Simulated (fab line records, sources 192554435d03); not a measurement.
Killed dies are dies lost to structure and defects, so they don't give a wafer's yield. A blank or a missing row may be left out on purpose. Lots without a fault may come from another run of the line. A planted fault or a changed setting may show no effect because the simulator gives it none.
A struck lot beside a sound one | flow n5_finfet | 12 steps out of a route of 1938
Sound: wafers L616.4, L616.5, L616.6. Struck: wafers L609.1, L609.5, L609.6. The cause comes at the end.
At each step with rows: each side's tool, then ch and its chambers, then its first start. Under that, the readings that differ: sound wafers | struck wafers | difference of the means | sigmas: that difference in standard deviations of wafers without a fault.
alike: readings whose means differ by less than 2 such deviations, and words and numbers that are the same on both sides. not compared: withheld readings, readings that some wafer has no value for, bounds like >300 that may hide the same value, and numbers for which the record gives no deviation and whose values overlap.
The two part at a step that has a row with sigmas, a row that says differs or no value, or rows on one side only. Numbers that don't overlap but have no deviation are shown without sigmas and don't part them. A reading that every wafer of one side lacks parts them only if that side has two wafers or more.

first, 3 steps without rows for these wafers: N5_SD_EPI_P_PRECLEAN_32 (cleans in dHF, time 10 s); N5_SD_EPI_P_PRECLEAN_33 (cleans in SC2, time 45 s); N5_SD_EPI_P_SRD_25 (time 30 s).
N5_SD_EPI_P_INSPECT_26: inspects for defects (darkfield).
  sound on defect_inspect-02, day 6 23:21; struck on defect_inspect-01, day 4 20:30
  alike: raw_defect_count
N5_SD_ACTIVATION_RTA_00: time 0 s.
  sound on rtp_anneal-01 ch 0, day 6 23:28; struck on rtp_anneal-02 ch 0, day 4 20:31
  alike: lamp_power_pct, lamp_zone_1_pct, wafer_temp_C_max
N5_SD_ACTIVATION_LSA_01: time 0.0008 s.
  sound on laser_anneal-02 ch 0, day 6 23:40; struck on laser_anneal-01 ch 0, day 4 20:44
  alike: wafer_temp_C_max
N5_SD_ACTIVATION_INSPECT_02: inspects for defects (darkfield).
  sound on defect_inspect-02, day 7 00:07; struck on defect_inspect-01, day 4 21:16
  alike: raw_defect_count
N5_ILD0_LINER_00: material SiNx, target thk 4 nm, pulse time 1 s, purge time 2 s.
  sound on ald_sin-04 ch 0,1,2, day 7 00:09; struck on ald_sin-01 ch 1,2,3, day 4 22:26
  alike: heater_power_w, precursor_pulse_height_rel
then, 2 steps without rows for these wafers: N5_ILD0_FCVD_FILL_01 (material SiO2 flowable, target thk 200 nm, time 328.3 s); N5_ILD0_CURE_02 (time 1800 s).
N5_ILD0_CMP_03: polishes, stops on SiNx, t overpolish 1.9 s, target thk 197.38 nm.
  sound on cmp-02 ch 0,3, day 7 02:32; struck on cmp-01 ch 1,2,3, day 5 00:53
  no value came back on the struck wafers for any of 5 readings (edge_zone_pressure_frac, head_pressure_psi (psi) and others); on the sound wafers edge_zone_pressure_frac reads 0.999 1.003 1.000
  reading                                              | sound             | struck          | difference | sigmas
  model.SiNx_of_DUMMY_GATE_HM_DEP_06.thk_nm (nm)       | 78.2 78.2 77.8    | 79.6 80.2 79.6  | +1.7       |
  model.SiO2_flowable_of_ILD0_FCVD_FILL_01.thk_nm (nm) | 196.8 197.8 195.8 | 200.4 198 198.8 | +2.3       |
N5_BEOL_M4_RC_MEAS_101:
  the record has rows for the sound wafers here (prober-02 ch 0, day 14 08:31) and none for the struck ones

WHERE THEY PART
First at N5_ILD0_CMP_03; last, within this record, at N5_BEOL_M4_RC_MEAS_101.

WHY: what the simulator had put in
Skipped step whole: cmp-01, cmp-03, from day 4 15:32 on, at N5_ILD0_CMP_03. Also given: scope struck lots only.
